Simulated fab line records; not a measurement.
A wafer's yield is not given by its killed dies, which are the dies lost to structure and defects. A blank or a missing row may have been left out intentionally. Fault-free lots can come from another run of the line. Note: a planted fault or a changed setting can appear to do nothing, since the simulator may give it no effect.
fab line records ; flow nand-harc
record lots=6; wafers=18; last-day=22
route steps=1159 shown A_CONTACT@895 END@1159
lots that met no fault: from a run of the same line without faults
start-h: hours from the record's opening day to when the first of the lot's shown wafers began ; wait-h: time in hours since the lot's previous step ; " the same as in the row above ; L1.1+2: a single row standing in for several wafers ; - no value, or no start was given ; * or withheld: withheld ; < > ~ a bound
route shown NAME@n: names a module that has steps shown in the file, with the first one's number in the route ; usual: mean/standard deviation taken from wafers without a fault ; same: alike in all rows ; chamber/n: place in a boat ; sites: each site's reading ; _std_site: the standard deviation of these ; _edge_site: outer sites' mean less inner sites' ; radius-mm: how far each site lies from the wafer's centre ; mask NAME#n: copy n ; behind: tool/chamber where the wafer was last shaped ; hold: reason for holding the lot/hours on hold/outcome of the hold ; device: the transistor (n, p or np) that didn't switch ; end of line: tests of these same wafers at the route's end ; a step with no rows: only its recipe ; killed: dies lost to structure and defects at the first sort, not the wafer's yield ; map: the dies of a wafer, with x for killed, . for not killed, _ for no die there
set.NAME: the setting the step ran with; set.NAME@STEP: the setting that earlier step ran with ; model.NAME: the simulator's own value behind a step, which no gauge read
a table for each step, a row for each wafer; lots at some steps of the route
services: the hour from which a tool's chamber was out of use, counted from the record's first day as start-h (under 0 if before that day), plus the number of hours and why
## steps
# step NHARC_A_CONTACT_DEVELOP_68
# recipe develop-time-s=35; dev-temp-c=23
# step NHARC_A_CONTACT_CD_MEAS_69
# recipe target-cd-nm=200; landing-energy-ev=500
# usual cd-nm=200.3/0.59
lot.wafer;tool;chamber;start-h;wait-h;cd-nm
L340.2;cd-sem-02;0;393.74;-;200.1
L340.3;cd-sem-02;0;393.74;-;200.5
L340.6;cd-sem-02;0;393.74;-;200.3
L339.2;cd-sem-01;0;397.29;-;200.8
L339.5;cd-sem-01;0;397.29;-;201.1
L339.6;cd-sem-01;0;397.29;-;200.4
L341.1;cd-sem-02;0;403.57;-;200.0
L341.3;cd-sem-02;0;403.57;-;199.8
L341.4;cd-sem-02;0;403.57;-;199.9
L344.1;cd-sem-03;0;433.01;-;200.7
L344.2;cd-sem-03;0;433.01;-;201.4
L344.6;cd-sem-03;0;433.01;-;201.1
L347.1;cd-sem-01;0;446.01;-;199.9
L347.4;cd-sem-01;0;446.01;-;200.0
L347.6;cd-sem-01;0;446.01;-;199.1
L346.4;cd-sem-01;0;455.96;-;200.3
L346.5;cd-sem-01;0;455.96;-;200.6
L346.6;cd-sem-01;0;455.96;-;200.2
# step NHARC_A_CONTACT_OVL_MEAS_70
# usual overlay-x-nm=0.0/0.74; overlay-y-nm=-0.2/0.67
lot.wafer;tool;chamber;start-h;wait-h;overlay-x-nm;overlay-y-nm
L340.2;overlay-02;-;393.82;-;-0.2;0.0
L340.3;overlay-02;-;393.82;-;-0.1;0.1
L340.6;overlay-02;-;393.82;-;0.0;-0.2
L339.2;overlay-01;-;397.37;-;-1.0;-0.1
L339.5;overlay-01;-;397.37;-;-1.6;-0.3
L339.6;overlay-01;-;397.37;-;-1.3;-0.1
L341.1;overlay-01;-;403.66;-;-1.7;-0.1
L341.3;overlay-01;-;403.66;-;-1.1;0.6
L341.4;overlay-01;-;403.66;-;-0.9;0.5
L344.1;overlay-01;-;433.10;-;0.4;-0.3
L344.2;overlay-01;-;433.10;-;0.0;-0.1
L344.6;overlay-01;-;433.10;-;0.4;-0.2
L347.1;overlay-02;-;446.09;-;0.9;-1.0
L347.4;overlay-02;-;446.09;-;1.3;-1.1
L347.6;overlay-02;-;446.09;-;1.0;-0.5
L346.4;overlay-02;-;456.04;-;-0.3;0.3
L346.5;overlay-02;-;456.04;-;0.2;0.2
L346.6;overlay-02;-;456.04;-;-0.2;-0.6
# step NHARC_A_CONTACT_INSPECT_71
# usual raw-defect-count=29/14
lot.wafer;tool;chamber;start-h;wait-h;raw-defect-count
L340.2;defect-inspect-01;-;393.86;0.0;23
L340.3;defect-inspect-01;-;393.86;0.0;21
L340.6;defect-inspect-01;-;393.86;0.0;23
L339.2;defect-inspect-01;-;397.41;0.0;22
L339.5;defect-inspect-01;-;397.41;0.0;18
L339.6;defect-inspect-01;-;397.41;0.0;21
L341.1;defect-inspect-01;-;403.70;0.0;28
L341.3;defect-inspect-01;-;403.70;0.0;23
L341.4;defect-inspect-01;-;403.70;0.0;26
L344.1;defect-inspect-01;-;433.13;0.0;58
L344.2;defect-inspect-01;-;433.13;0.0;58
L344.6;defect-inspect-01;-;433.13;0.0;38
L347.1;defect-inspect-02;-;446.13;0.0;13
L347.4;defect-inspect-02;-;446.13;0.0;12
L347.6;defect-inspect-02;-;446.13;0.0;15
L346.4;defect-inspect-02;-;456.08;0.0;25
L346.5;defect-inspect-02;-;456.08;0.0;23
L346.6;defect-inspect-02;-;456.08;0.0;31
# step NHARC_A_CONTACT_DESCUM_74
# recipe time-s=3; o2-flow-sccm=200; ar-flow-sccm=0; bias-power-w=0; chemistry=O2
# usual drypump-motor-current-A=5.8/0.34; oes-product-au=1.001/0.0098; rf-vpp-V=57.8/0.95; showerhead-plenum-p-Torr=1.91/0.095; throttle-valve-pct=11.310/0.0092
lot.wafer;tool;chamber;start-h;wait-h;drypump-motor-current-A;oes-product-au;rf-hours-counter-h;rf-vpp-V;showerhead-plenum-p-Torr;throttle-valve-pct
L340.3;rie-diel-06;3;393.92;0.1;5.7;1.006;54;58.6;1.97;11.305
L340.2;rie-diel-06;1;393.92;0.1;6.2;1.010;54;57.5;1.79;11.301
L340.6;rie-diel-06;3;393.92;0.1;5.8;1.015;-;57.7;1.97;11.304
L339.2;rie-diel-04;0;397.54;0.1;5.7;1.010;36;58.4;1.96;11.300
L339.5;rie-diel-04;3;397.54;0.1;6.0;0.989;-;59.0;1.97;11.293
L339.6;rie-diel-04;0;397.54;0.1;5.7;0.994;-;57.2;1.96;11.328
L341.1;rie-diel-04;1;403.76;0.1;5.5;1.014;39;57.3;1.88;11.314
L341.3;rie-diel-04;2;403.76;0.1;5.6;1.005;31;57.7;2.04;11.319
L341.4;rie-diel-04;0;403.76;0.1;5.7;1.008;40;57.7;1.96;11.312
L344.1;rie-diel-06;2;433.19;0.1;5.7;0.991;1;57.8;1.79;11.318
L344.2;rie-diel-06;1;433.19;0.1;6.3;0.987;1;57.4;1.79;11.307
L344.6;rie-diel-06;3;433.19;0.1;5.8;0.993;-;58.0;1.96;11.306
L347.4;rie-diel-08;3;446.20;0.1;6.2;1.014;19;58.5;1.82;11.332
L347.1;rie-diel-08;0;446.20;0.1;6.3;1.007;22;57.0;1.84;11.321
L347.6;rie-diel-08;2;446.20;0.1;4.9;0.995;-;57.8;2.02;11.309
L346.4;rie-diel-06;2;456.21;0.1;5.7;1.000;14;57.9;1.78;11.323
L346.5;rie-diel-06;2;456.21;0.1;5.7;0.989;-;56.7;1.78;11.309
L346.6;rie-diel-06;3;456.21;0.1;5.7;1.013;-;59.7;1.96;11.317
# step NHARC_A_CONTACT_ETCH_75
# recipe target-depth-a=390; over-etch-frac=0.3; time-s=65; ion-energy-ev=80; cf4-flow-sccm=150; ar-flow-sccm=0; rf-w=300; bias-w=100; chemistry=CF4
# usual drypump-motor-current-A=5.8/0.36; oes-product-au=0.998/0.0084; rf-vpp-V=151.1/1.3; showerhead-plenum-p-Torr=1.77/0.084; throttle-valve-pct=13.283/0.01
lot.wafer;tool;chamber;start-h;wait-h;drypump-motor-current-A;oes-product-au;rf-hours-counter-h;rf-vpp-V;showerhead-plenum-p-Torr;throttle-valve-pct
L340.2;rie-diel-06;0;394.01;0.1;5.6;0.986;52;150.3;1.65;13.263
L340.3;rie-diel-06;2;394.01;0.1;5.7;0.991;56;149.2;1.66;13.296
L340.6;rie-diel-06;3;394.01;0.1;5.7;0.993;-;153.0;1.81;13.272
L339.2;rie-diel-04;2;397.65;0.1;5.6;1.009;28;152.4;1.88;13.300
L339.5;rie-diel-04;3;397.65;0.1;5.9;0.986;-;150.5;1.81;13.274
L339.6;rie-diel-04;0;397.65;0.1;5.7;0.991;-;152.5;1.81;13.278
L341.4;rie-diel-04;0;403.85;0.1;5.6;0.998;40;151.8;1.80;13.276
L341.3;rie-diel-04;1;403.85;0.1;5.5;1.002;39;151.5;1.74;13.289
L341.1;rie-diel-04;2;403.85;0.1;5.6;1.006;31;153.8;1.88;13.270
L344.2;rie-diel-06;1;433.28;0.1;6.2;1.004;1;150.7;1.66;13.297
L344.1;rie-diel-06;2;433.28;0.1;5.7;1.002;1;149.2;1.66;13.293
L344.6;rie-diel-06;1;433.28;0.1;6.2;1.000;-;149.8;1.66;13.289
L347.4;rie-diel-08;2;446.28;0.1;4.9;0.995;24;154.1;1.86;13.298
L347.1;rie-diel-08;3;446.28;0.1;6.2;1.012;19;149.1;1.69;13.297
L347.6;rie-diel-08;2;446.28;0.1;4.9;0.997;-;151.4;1.86;13.288
L346.4;rie-diel-06;0;456.31;0.1;5.6;1.023;12;153.4;1.90;13.278
L346.5;rie-diel-06;3;456.31;0.1;5.8;1.009;-;151.6;1.81;13.268
L346.6;rie-diel-06;0;456.31;0.1;5.6;1.012;-;151.9;1.90;13.281
# step NHARC_A_CONTACT_ETCH_76
# recipe target-depth-a=2600; over-etch-frac=0.3; time-s=475.3; ion-energy-ev=200; n2-flow-sccm=150; h2-flow-sccm=150; ar-flow-sccm=0; rf-w=400; bias-w=150; chemistry=N2/H2
# step NHARC_A_CONTACT_ETCH_77
# recipe target-depth-a=726; time-s=36.3; cf4-flow-sccm=100; chf3-flow-sccm=30; ar-flow-sccm=0; rf-w=500; bias-w=200; chemistry=CF4/CHF3
# step NHARC_A_CONTACT_ETCH_78
# recipe target-depth-a=28000; over-etch-frac=0.3; time-s=728; ion-energy-ev=150; o2-flow-sccm=400; cos-flow-sccm=20; ar-flow-sccm=0; rf-w=500; bias-w=300; chemistry=O2/COS
# usual drypump-motor-current-A=5.8/0.34; oes-product-au=0.999/0.0094; rf-vpp-V=314.2/2.4; showerhead-plenum-p-Torr=3.12/0.15; throttle-valve-pct=28.330/0.0085
lot.wafer;tool;chamber;start-h;wait-h;drypump-motor-current-A;oes-product-au;rf-hours-counter-h;rf-vpp-V;showerhead-plenum-p-Torr;throttle-valve-pct
L340.3;rie-diel-06;2;-;-;5.7;0.991;57;312.2;2.93;28.320
L340.2;rie-diel-06;0;-;-;5.6;1.009;52;310.7;2.90;28.316
L340.6;rie-diel-06;2;-;-;5.7;0.980;-;310.2;2.93;28.332
L339.2;rie-diel-04;3;-;-;6.0;0.991;39;315.9;3.20;28.327
L339.6;rie-diel-04;0;-;-;5.7;1.002;-;316.1;3.19;28.313
L339.5;rie-diel-04;1;-;-;5.5;1.009;-;313.3;3.06;28.333
L341.1;rie-diel-04;3;-;-;6.0;0.989;42;314.6;3.20;28.329
L341.4;rie-diel-04;1;-;-;5.5;1.002;39;313.1;3.06;28.329
L341.3;rie-diel-04;2;-;-;5.6;0.994;31;318.2;3.32;28.329
L344.2;rie-diel-06;2;-;-;5.7;0.994;1;311.8;2.93;28.328
L344.1;rie-diel-06;0;-;-;5.6;1.007;2;317.8;3.37;28.320
L344.6;rie-diel-06;2;-;-;5.7;1.006;-;311.9;2.93;28.334
L347.4;rie-diel-08;0;-;-;6.3;1.009;23;311.9;3.01;28.324
L347.1;rie-diel-08;1;-;-;6.2;0.979;27;311.8;3.04;28.333
L347.6;rie-diel-08;1;-;-;6.1;0.989;-;312.6;3.04;28.328
L346.4;rie-diel-06;0;-;-;5.6;1.009;13;319.4;3.37;28.332
L346.6;rie-diel-06;0;-;-;5.6;1.010;-;317.5;3.37;28.335
L346.5;rie-diel-06;1;-;-;6.2;1.002;-;311.5;2.92;28.331
# step NHARC_A_CONTACT_ETCH_124
# recipe source-w=withheld; pressure-mtorr=20; bias-v=withheld; time-s=140; target-depth-a=7000; ar-flow-sccm=withheld; c4f8-flow-sccm=withheld; o2-flow-sccm=withheld; chemistry=C4F8/O2/Ar
# step NHARC_A_CONTACT_ETCH_125
# recipe source-w=withheld; pressure-mtorr=20; bias-v=1200; time-s=155; target-depth-a=9560; ar-flow-sccm=withheld; c4f8-flow-sccm=withheld; o2-flow-sccm=withheld; chemistry=C4F8/O2/Ar
# step NHARC_A_CONTACT_ETCH_126
# recipe source-w=withheld; pressure-mtorr=20; bias-v=1200; time-s=155; target-depth-a=9560; ar-flow-sccm=withheld; c4f8-flow-sccm=withheld; o2-flow-sccm=withheld; chemistry=C4F8/O2/Ar
# step NHARC_A_CONTACT_ETCH_127
# recipe source-w=withheld; pressure-mtorr=20; bias-v=1200; time-s=155; target-depth-a=9560; ar-flow-sccm=withheld; c4f8-flow-sccm=withheld; o2-flow-sccm=withheld; chemistry=C4F8/O2/Ar
lot.wafer;tool;chamber;start-h;wait-h;rf-hours-counter-h
L340.2;har-cap-etch-02;1;395.55;0.1;13
L340.3;har-cap-etch-02;0;395.55;0.1;-
L340.6;har-cap-etch-02;1;395.55;0.1;-
L339.2;har-cap-etch-01;1;399.27;0.1;62
L339.5;har-cap-etch-01;0;399.27;0.1;-
L339.6;har-cap-etch-01;1;399.27;0.1;-
L341.1;har-cap-etch-03;1;405.44;0.1;92
L341.4;har-cap-etch-03;1;405.44;0.1;-
L341.3;har-cap-etch-03;0;405.44;0.1;-
L344.2;har-cap-etch-03;0;434.80;0.1;97
L344.1;har-cap-etch-03;1;434.80;0.1;97
L344.6;har-cap-etch-03;0;434.80;0.1;-
L347.1;har-cap-etch-01;1;447.89;0.1;71
L347.4;har-cap-etch-01;0;447.89;0.1;-
L347.6;har-cap-etch-01;1;447.89;0.1;-
L346.4;har-cap-etch-01;1;458.07;0.1;-
L346.5;har-cap-etch-01;0;458.07;0.1;-
L346.6;har-cap-etch-01;1;458.07;0.1;-
# step NHARC_A_CONTACT_ETCH_128
# recipe source-w=withheld; pressure-mtorr=20; bias-v=1200; time-s=155; target-depth-a=9560; ar-flow-sccm=withheld; c4f8-flow-sccm=withheld; o2-flow-sccm=withheld; chemistry=C4F8/O2/Ar
# step NHARC_A_CONTACT_ETCH_129
# recipe source-w=withheld; pressure-mtorr=20; bias-v=1200; time-s=155; target-depth-a=9560; ar-flow-sccm=withheld; c4f8-flow-sccm=withheld; o2-flow-sccm=withheld; chemistry=C4F8/O2/Ar
# step NHARC_A_CONTACT_ETCH_130
# recipe source-w=withheld; pressure-mtorr=20; bias-v=1200; time-s=155; target-depth-a=9560; ar-flow-sccm=withheld; c4f8-flow-sccm=withheld; o2-flow-sccm=withheld; chemistry=C4F8/O2/Ar
# step NHARC_A_CONTACT_ETCH_131
# recipe source-w=withheld; pressure-mtorr=20; bias-v=1200; time-s=155; target-depth-a=9560; ar-flow-sccm=withheld; c4f8-flow-sccm=withheld; o2-flow-sccm=withheld; chemistry=C4F8/O2/Ar
lot.wafer;tool;chamber;start-h;wait-h;rf-hours-counter-h
L340.2;har-cap-etch-02;1;396.12;0.1;14
L340.3;har-cap-etch-02;0;396.12;0.1;-
L340.6;har-cap-etch-02;1;396.12;0.1;-
L339.2;har-cap-etch-01;1;399.83;0.1;63
L339.5;har-cap-etch-01;0;399.83;0.1;-
L339.6;har-cap-etch-01;1;399.83;0.1;-
L341.1;har-cap-etch-03;1;406.01;0.1;93
L341.4;har-cap-etch-03;1;406.01;0.1;-
L341.3;har-cap-etch-03;0;406.01;0.1;-
L344.2;har-cap-etch-03;0;435.37;0.1;97
L344.1;har-cap-etch-03;1;435.37;0.1;97
L344.6;har-cap-etch-03;0;435.37;0.1;-
L347.1;har-cap-etch-01;1;448.46;0.1;71
L347.4;har-cap-etch-01;0;448.46;0.1;-
L347.6;har-cap-etch-01;1;448.46;0.1;-
L346.4;har-cap-etch-01;1;458.63;0.1;-
L346.5;har-cap-etch-01;0;458.63;0.1;-
L346.6;har-cap-etch-01;1;458.63;0.1;-
# step NHARC_A_CONTACT_ETCH_132
# recipe source-w=withheld; pressure-mtorr=20; bias-v=1200; time-s=156; target-depth-a=9580; ar-flow-sccm=withheld; c4f8-flow-sccm=withheld; o2-flow-sccm=withheld; chemistry=C4F8/O2/Ar
# step NHARC_A_CONTACT_ETCH_133
# recipe source-w=withheld; pressure-mtorr=20; bias-v=400; time-s=195; target-depth-a=8400; ar-flow-sccm=withheld; c4f8-flow-sccm=11.5; o2-flow-sccm=7.2; chemistry=C4F8/O2/Ar
# step NHARC_A_CONTACT_ETCH_91
# recipe target-depth-a=400; over-etch-frac=0.5; time-s=85.7; ion-energy-ev=120; ch3f-flow-sccm=50; o2-flow-sccm=30; ar-flow-sccm=200; rf-w=500; bias-w=100; chemistry=CH3F/O2
# step NHARC_A_CONTACT_ETCH_97
# recipe target-depth-a=200; over-etch-frac=0.5; time-s=10; ion-energy-ev=250; c4f6-flow-sccm=25; o2-flow-sccm=20; ar-flow-sccm=500; rf-w=600; bias-w=500; chemistry=C4F6/O2
# step NHARC_A_CONTACT_CD_MEAS_80
# usual cd-nm=189.8/0.74
lot.wafer;tool;chamber;start-h;wait-h;cd-nm
L340.2;cd-sem-03;-;397.18;-;190.0
L340.3;cd-sem-03;-;397.18;-;190.6
L340.6;cd-sem-03;-;397.18;-;189.6
L339.2;cd-sem-03;-;400.88;-;189.1
L339.5;cd-sem-03;-;400.88;-;189.3
L339.6;cd-sem-03;-;400.88;-;188.7
L341.1;cd-sem-01;-;407.15;-;189.0
L341.3;cd-sem-01;-;407.15;-;190.1
L341.4;cd-sem-01;-;407.15;-;189.7
L344.1;cd-sem-02;-;436.53;-;189.5
L344.2;cd-sem-02;-;436.53;-;188.9
L344.6;cd-sem-02;-;436.53;-;189.2
L347.1;cd-sem-02;-;449.86;-;189.6
L347.4;cd-sem-02;-;449.86;-;189.0
L347.6;cd-sem-02;-;449.86;-;189.2
L346.4;cd-sem-01;-;459.68;-;190.0
L346.5;cd-sem-01;-;459.68;-;190.1
L346.6;cd-sem-01;-;459.68;-;191.0
# step NHARC_A_CONTACT_STRIP_103
# recipe n2-flow-sccm=150; h2-flow-sccm=150; ar-flow-sccm=0; bias-w=0; chemistry=N2/H2
# step NHARC_A_CONTACT_STRIP_104
# recipe cf4-flow-sccm=100; chf3-flow-sccm=30; ar-flow-sccm=0; bias-w=0; chemistry=CF4/CHF3
# step NHARC_A_CONTACT_STRIP_105
# recipe o2-flow-sccm=400; cos-flow-sccm=20; ar-flow-sccm=0; bias-w=0; chemistry=O2/COS
# step NHARC_A_CONTACT_ETCH_106
# recipe target-depth-a=600; overetch-a=60; time-s=33; ion-energy-ev=100; cf4-flow-sccm=80; o2-flow-sccm=20; ar-flow-sccm=0; rf-w=300; bias-w=100; chemistry=CF4/O2
# step NHARC_A_CONTACT_STRIP_82
# recipe o2-flow-sccm=500; ar-flow-sccm=0; bias-w=0; chemistry=O2
# usual drypump-motor-current-A=5.8/0.46; oes-product-au=0.998/0.011; rf-vpp-V=57.7/0.88; showerhead-plenum-p-Torr=3.52/0.15; throttle-valve-pct=17.034/0.0078
lot.wafer;tool;chamber;start-h;wait-h;drypump-motor-current-A;oes-product-au;rf-hours-counter-h;rf-vpp-V;showerhead-plenum-p-Torr;throttle-valve-pct
L340.2;rie-diel-08;3;-;-;6.2;1.011;12;57.0;3.37;17.031
L340.3;rie-diel-08;0;-;-;6.3;1.005;15;57.2;3.41;17.036
L340.6;rie-diel-08;2;-;-;4.9;0.992;-;56.7;3.72;17.042
L339.2;rie-diel-06;2;-;-;5.7;0.994;60;56.5;3.31;17.037
L339.5;rie-diel-06;1;-;-;6.2;1.001;-;58.2;3.32;17.040
L339.6;rie-diel-06;2;-;-;5.7;0.989;-;58.1;3.31;17.045
L341.3;rie-diel-04;2;-;-;5.6;0.994;32;59.2;3.75;17.034
L341.4;rie-diel-04;0;-;-;5.7;0.998;42;59.0;3.60;17.045
L341.1;rie-diel-04;1;-;-;5.5;0.993;40;57.4;3.46;17.032
L344.2;rie-diel-08;2;-;-;4.9;0.997;23;57.3;3.72;17.031
L344.1;rie-diel-08;1;-;-;6.1;0.979;25;58.0;3.44;17.023
L344.6;rie-diel-08;2;-;-;4.9;0.994;-;59.6;3.72;17.051
L347.4;rie-diel-06;0;-;-;5.6;1.010;9;58.9;3.80;17.025
L347.1;rie-diel-06;1;-;-;6.2;1.010;10;57.1;3.31;17.034
L347.6;rie-diel-06;0;-;-;5.6;1.009;-;57.4;3.80;17.041
L346.4;rie-diel-04;1;-;-;5.5;1.007;61;57.3;3.45;17.030
L346.5;rie-diel-04;1;-;-;5.5;1.003;-;56.8;3.45;17.032
L346.6;rie-diel-04;2;-;-;5.6;1.013;-;58.6;3.74;17.034
# step NHARC_A_CONTACT_STRIP_83
# recipe time-s=600; temp-c=30; chemistry=post-etch-residue-remover
# step NHARC_A_CONTACT_DEP_84
# recipe target-thk-a=20000; temp-c=400; material=aC
# step NHARC_A_CONTACT_DEP_85
# recipe target-thk-a=500; target-thk-nm=50; temp-c=400; pressure-torr=3.5; flow-sccm=200; rf-w=350; material=SiON
# step NHARC_A_CONTACT_DEHYDRATE_00
# recipe temp-c=150; time-s=120
# step NHARC_A_CONTACT_HMDS_01
# recipe time-s=30
# step NHARC_A_CONTACT_COAT_86
# recipe temp-c=260; time-s=75
# step NHARC_A_CONTACT_COAT_87
# recipe temp-c=225; time-s=65
# step NHARC_A_CONTACT_COAT_02
# recipe spin-rpm=1500; resist-thk-nm=90
# step NHARC_A_CONTACT_SOFTBAKE_03
# recipe temp-c=105; time-s=55
# step NHARC_A_CONTACT_EBR_04
# step NHARC_A_CONTACT_EXPOSE_05
# recipe na=1.35; sigma-outer=0.8; dose-mj=84.24; mask-id=A_CC
# step NHARC_A_CONTACT_PEB_06
# recipe peb-temp-c=100; peb-time-s=65
# step NHARC_A_CONTACT_DEVELOP_07
# recipe develop-time-s=35; dev-temp-c=23
# step NHARC_A_CONTACT_CD_MEAS_08
# recipe target-cd-nm=100; landing-energy-ev=500
# usual cd-nm=100.4/0.5
lot.wafer;tool;chamber;start-h;wait-h;cd-nm
L340.2;cd-sem-03;0;400.06;-;99.8
L340.3;cd-sem-03;0;400.06;-;100.3
L340.6;cd-sem-03;0;400.06;-;100.7
L339.2;cd-sem-01;0;405.44;-;100.1
L339.5;cd-sem-01;0;405.44;-;100.9
L339.6;cd-sem-01;0;405.44;-;100.3
L341.1;cd-sem-03;0;410.27;-;101.0
L341.3;cd-sem-03;0;410.27;-;101.5
L341.4;cd-sem-03;0;410.27;-;99.9
L344.1;cd-sem-02;0;439.70;-;99.6
L344.2;cd-sem-02;0;439.70;-;100.4
L344.6;cd-sem-02;0;439.70;-;101.3
L347.1;cd-sem-03;0;453.98;-;100.2
L347.4;cd-sem-03;0;453.98;-;100.2
L347.6;cd-sem-03;0;453.98;-;100.1
L346.4;cd-sem-03;0;462.87;-;100.1
L346.5;cd-sem-03;0;462.87;-;100.5
L346.6;cd-sem-03;0;462.87;-;100.0
# step NHARC_A_CONTACT_OVL_MEAS_09
# usual overlay-x-nm=0.0/0.61; overlay-y-nm=0.0/0.86
lot.wafer;tool;chamber;start-h;wait-h;overlay-x-nm;overlay-y-nm
L340.2;overlay-02;-;400.15;-;0.3;-1.6
L340.3;overlay-02;-;400.15;-;0.1;-1.6
L340.6;overlay-02;-;400.15;-;0.1;-2.0
L339.2;overlay-01;-;405.53;-;-0.6;-1.7
L339.5;overlay-01;-;405.53;-;-0.1;-0.7
L339.6;overlay-01;-;405.53;-;-0.2;-0.8
L341.1;overlay-01;-;410.36;-;0.3;-1.1
L341.3;overlay-01;-;410.36;-;-0.1;-0.8
L341.4;overlay-01;-;410.36;-;0.3;-1.1
L344.1;overlay-01;-;439.80;-;0.1;0.5
L344.2;overlay-01;-;439.80;-;0.3;0.2
L344.6;overlay-01;-;439.80;-;0.5;-0.1
L347.1;overlay-01;-;454.07;-;1.0;-0.6
L347.4;overlay-01;-;454.07;-;1.3;0.1
L347.6;overlay-01;-;454.07;-;1.9;-0.3
L346.4;overlay-02;-;462.95;-;0.3;-1.5
L346.5;overlay-02;-;462.95;-;0.8;-1.2
L346.6;overlay-02;-;462.95;-;0.5;-0.6
# step NHARC_END_SORT_01
# recipe temp-c=25
# usual killed-at-array=28/11; killed-at-other=0.7/1.1; killed-at-periphery=2.9/2; killed-dies=32/11; killed-open=3.2/1.8; killed-short=2.0/1.4
# same gross-dies=677
lot.wafer;tool;chamber;start-h;wait-h;killed-at-array;killed-at-other;killed-at-periphery;killed-dies;killed-open;killed-short
L347.1;prober-02;0;509.98;2.4;67;0;0;67;1;1
L347.6;prober-02;0;513.96;4.0;71;0;4;75;3;2
L346.4;prober-02;0;520.14;3.4;81;0;6;87;1;0
L346.6;prober-02;0;521.74;4.0;79;0;3;82;4;2
# killed by level:class
L347.1 A_CONTACT:unspecified=58 A_CHANNEL_HOLE_D1:chamber-film-flake=4 A_WL_FILL:geometric-particle:short=1 A_M0:geometric-particle:open=1 A_STAIRCASE:chamber-film-flake=1 A_SGD_CUT:chamber-film-flake=1 A_WL_FILL:chamber-film-flake=1
L347.6 A_CONTACT:unspecified=56 A_CHANNEL_HOLE_D1:chamber-film-flake=6 A_STAIRCASE:chamber-film-flake=5 P_M0:geometric-particle:open=2 P_STI:geometric-particle:short=1 A_ONON_D1:geometric-particle:short=1 A_CONTACT:geometric-particle:open=1 P_M1:chamber-film-flake=1
L346.4 A_CONTACT:unspecified=61 A_SLIT:chamber-film-flake=10 A_CHANNEL_HOLE_D1:chamber-film-flake=4 P_GATE:chamber-film-flake=3 A_ZERO_WELL:chamber-film-flake=2 A_CONTACT:chamber-film-flake=2 A_M0:geometric-particle:open=1 P_M0:chamber-film-flake=1
L346.6 A_CONTACT:unspecified=52 A_SLIT:chamber-film-flake=13 A_CONTACT:chamber-film-flake=4 A_CHANNEL_HOLE_D1:chamber-film-flake=3 A_CHANNEL_FILL_D1:geometric-particle:open=2 A_CONTACT:geometric-particle:open=2 P_M0:chamber-film-flake=2 A_ZERO_WELL:chamber-film-flake=2
# map L346.4 (x killed, . not)
____________.____________
_________......._________
_______x.........._______
______.............______
_____..............._____
____...............x.____
____.............xx.x____
___................x.x___
___...............x...___
__................x....__
__..................x..__
_......................._
_..................x...._
_...x....x.............._
_..................x...._
_......................._
.........................
...x...................xx
...x.....................
.........................
.........................
_....x.................._
_......................._
_......................._
_x..xx.x................_
_..x.xx.xx.x............_
__x.xxxx...............__
__xxxxxxxx.............__
___xxxxxxxx........x..___
___xxxxxxx........x...___
____xxxxxx...........____
____xxxxxx...........____
_____xxxxxx.....x..._____
______xxx.x.......x______
_______xxx........_______
_________.x....._________
____________.____________
# map L347.6 (x killed, . not)
____________.____________
_________......._________
_______..........._______
______.............______
_____..........x...._____
____........x........____
____.........x.......____
___...................___
___...................___
__.....................__
__.....................__
_......................._
_......................._
_x......................_
_......................._
_......................._
.........................
...........x.............
..............x..........
.........................
.........................
_......................._
_...x..................._
_.................x....._
_....x.................._
_..xxxxx................_
__.xxxxxx..............__
__xxxxxxx.........x....__
___xxxxxx.............___
___xxxxxx.........x...___
____xxxxxx...........____
____xxxxxx...x..xxx.x____
_____xxxxxx.......xx_____
______xxxx.......xx______
_______xx........x_______
_________......._________
____________.____________
## services
tool;chamber;start-h;hours;kind
rie-diel-06;0;374.52;-;clean
rie-diel-06;1;374.52;-;clean
rie-diel-06;2;374.52;-;clean
rie-diel-06;3;374.52;-;clean
rie-diel-08;2;384.74;5.2;repair
rie-diel-06;0;399.03;-;clean
rie-diel-06;1;399.03;-;clean
rie-diel-06;2;399.03;-;clean
rie-diel-06;3;399.03;-;clean
har-cap-etch-02;-;407.79;0.4;repair
rie-diel-04;3;419.08;20.6;repair
rie-diel-06;-;419.80;9.0;pm
rie-diel-06;0;419.80;9.0;vent-cycle
rie-diel-06;1;419.80;9.0;vent-cycle
rie-diel-06;2;419.80;9.0;vent-cycle
rie-diel-06;3;419.80;9.0;vent-cycle
rie-diel-06;0;428.80;-;clean
rie-diel-06;0;428.80;-;consumable-replace:focus-ring
rie-diel-06;0;428.80;-;consumable-replace:showerhead
rie-diel-06;1;428.80;-;clean
rie-diel-06;2;428.80;-;clean
rie-diel-06;3;428.80;-;clean
rie-diel-06;0;453.42;-;clean
rie-diel-06;1;453.42;-;clean
## key
first-sign step=NHARC_END_SORT_01; reading=killed-at-array; direction=up; sigmas=4.2; usual=28; struck=74
effect step=NHARC_END_SORT_01; reading=killed-dies; direction=up; sigmas=4; usual=32; struck=78
more-kills-born-at NHARC_A_CONTACT_ETCH_127@har-cap-etch-01=222
met-at NHARC_A_CONTACT_ETCH_127
struck-wafers L346.4,L346.6,L347.1,L347.6
tester-left-out L346,L347
onset-between 399.27 447.89
fault kind=chamber-particle-source; tool=har-cap-etch-01; chamber=1; onset-h=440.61; steps=NHARC_A_CONTACT_ETCH_127; rate-per-visit-cm2=1.346; end-h=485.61
# tester-left-out: of these lots the tester's yield and bins aren't shown, on N5 and GAA mostly nor the transistor test; their killed dies are dies lost to structure and defects alone, not to doping, threshold or leakage, so they don't give the yield
